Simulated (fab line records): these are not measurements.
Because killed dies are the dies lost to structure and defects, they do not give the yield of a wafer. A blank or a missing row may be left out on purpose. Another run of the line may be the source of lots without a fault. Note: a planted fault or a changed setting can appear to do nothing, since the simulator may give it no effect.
Matching of chambers -- flow nandHarc -- aldHk-01 running NHARC_A_CHANNEL_FILL_D2_ALD_14: 4 sister chambers
The step deposits SiO2, target thk 2.5 nm, pulse time 10 s, ald cycles 25. 14 wafers are shown with their chamber, then 7 later ones without.

== WAFERS WITH THEIR CHAMBER ==
wafer,chamber,heaterPowerW (W),precursorPulseHeightRel
L074.1,2,381,1.005
L074.2,3,446,0.976
L074.4,0,500,0.997
L078.2,1,512,0.990
L078.3,2,401,1.012
L078.4,3,463,0.993
L077.1,2,384,1.019
L077.5,3,446,0.990
L077.6,0,485,1.029
L080.1,2,395,0.987
L080.2,0,498,1.004
L080.5,1,504,1.007
L089.1,3,461,1.017
L089.2,1,505,0.989

SIGNATURES (averages over the wafers above)
reading,chamber 0,chamber 1,chamber 2,chamber 3,scatter within a chamber
heaterPowerW,494.33,507.00,390.25,454.00,8.32
precursorPulseHeightRel,1.01000,0.99533,1.00575,0.99400,0.0149
Rule: a wafer's distance from a chamber is the root of the sum, over the readings, of the square of ((its reading less the chamber's mean) divided by the reading's scatter). If the next closest chamber is less than 2 further off than the closest, the wafer can't be placed; otherwise it belongs to the closest. The scatter: take each reading less its chamber's mean, square it, sum over the shown wafers, divide by the number of wafers less the number of chambers, and take the root.

== WAFERS WHOSE CHAMBER IS MISSING ==
wafer,heaterPowerW (W),precursorPulseHeightRel
L089.4,521,0.981
L089.3,402,1.029
L089.5,459,0.993
L089.6,488,0.998
L090.1,386,0.991
L090.2,492,0.990
L090.3,504,1.004

== THE CHAMBER EACH PASSED THROUGH ==
wafer,from the rows above,in truth
L089.4,can't be placed: 1 or 0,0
L089.3,2,2
L089.5,3,3
L089.6,can't be placed: 0 or 1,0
L090.1,2,2
L090.2,can't be placed: 0 or 1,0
L090.3,can't be placed: 1 or 0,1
Correct placement for 3 of the 7. These rows do not allow placing 4 (true chamber among the candidates in 4). Placed wrongly: 0.
